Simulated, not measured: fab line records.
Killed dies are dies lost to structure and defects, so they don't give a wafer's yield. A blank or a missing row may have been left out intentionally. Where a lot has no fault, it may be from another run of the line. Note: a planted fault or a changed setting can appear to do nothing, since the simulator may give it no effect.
Matching of chambers | flow nandHarc | NHARC_A_M1_CMP_23 on cmp-03: 4 sister chambers
The step polishes, t overpolish 20 s, target thk 154.34 nm. 4 wafers are shown with their chamber, then 7 later ones without.

== WAFERS PAIRED WITH THEIR CHAMBERS ==
wafer  | chamber | timeToEndpointS (s)
L691.5 | 2       | 31.0
L691.6 | 1       | 29.7
L693.2 | 3       | 27.5
L693.3 | 0       | 28.0

== WAFERS WITH NO CHAMBER GIVEN ==
wafer  | timeToEndpointS (s)
L693.6 | 28.9
L696.2 | 29.5
L696.4 | 27.2
L696.6 | 25.4
L698.2 | 30.5
L698.3 | 28.0
L698.5 | 27.1

== WHICH CHAMBER EACH WENT THROUGH ==
wafer  | from the rows above               | in truth
L693.6 | can't be placed: 1 or 0 or 3 or 2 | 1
L696.2 | can't be placed: 1 or 0 or 2      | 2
L696.4 | can't be placed: 3 or 0           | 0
L696.6 | can't be placed: 3 or 0           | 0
L698.2 | can't be placed: 2 or 1           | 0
L698.3 | can't be placed: 0 or 3 or 1      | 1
L698.5 | can't be placed: 3 or 0           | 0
0 of 7 placed correctly. Not placeable from these rows: 7 (in 6, the candidates include the true chamber). Placed wrongly: 0.
How it was worked out, from the rows above alone: a wafer's distance from a chamber is the root of the sum, over the readings, of the square of ((its reading less the chamber's mean) divided by the reading's scatter). If the next closest chamber is less than 2 further off than the closest, the wafer can't be placed; otherwise it belongs to the closest. The mean given for a chamber averages the wafers shown for that chamber. The scatter (one wafer shown for each chamber): square how far every hidden wafer sits from the nearest shown wafer, average those squares and take the square root.
